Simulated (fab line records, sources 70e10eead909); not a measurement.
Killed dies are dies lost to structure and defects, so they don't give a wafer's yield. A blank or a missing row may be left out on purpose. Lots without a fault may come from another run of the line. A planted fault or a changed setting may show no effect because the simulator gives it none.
Chamber matching | flow nand_harc | NHARC_P_CONTACT_DEP_00 on pecvd-04: 3 sister chambers
The step deposits SiO2, target thk 500 nm. 3 wafers are shown with their chamber, then 8 later ones without.

WAFERS WITH THEIR CHAMBER
wafer  | chamber | throttle_valve_pct (%)
L758.4 | 1       | 15.8
L758.5 | 0       | 16.3
L759.1 | 2       | 15.1

WAFERS WITHOUT THEIR CHAMBER
wafer  | throttle_valve_pct (%)
L759.3 | 15.7
L759.4 | 15.5
L762.1 | 15.9
L762.4 | 15.7
L762.6 | 15.1
L772.3 | 15.9
L772.5 | 15.3
L772.6 | 16.5

WHICH CHAMBER EACH WENT THROUGH
wafer  | from the rows above     | in truth
L759.3 | 1                       | 1
L759.4 | can't be placed: 1 or 2 | 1
L762.1 | can't be placed: 1 or 0 | 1
L762.4 | 1                       | 1
L762.6 | 2                       | 2
L772.3 | can't be placed: 1 or 0 | 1
L772.5 | can't be placed: 2 or 1 | 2
L772.6 | 0                       | 0
Placed correctly: 4 of 8. Can't be placed from these rows: 4 (the true chamber is among the candidates in 4). Placed wrongly: 0.
How it was worked out, from the rows above alone: a wafer's distance from a chamber is the root of the sum, over the readings, of the square of ((its reading less the chamber's mean) divided by the reading's scatter). The wafer belongs to the nearest chamber; if the next one is less than 2 further off, it can't be placed. A chamber's mean is the mean of its shown wafers. The scatter: with one shown wafer a chamber, the root of the mean of the squares of how far each hidden wafer lies from its nearest shown one.
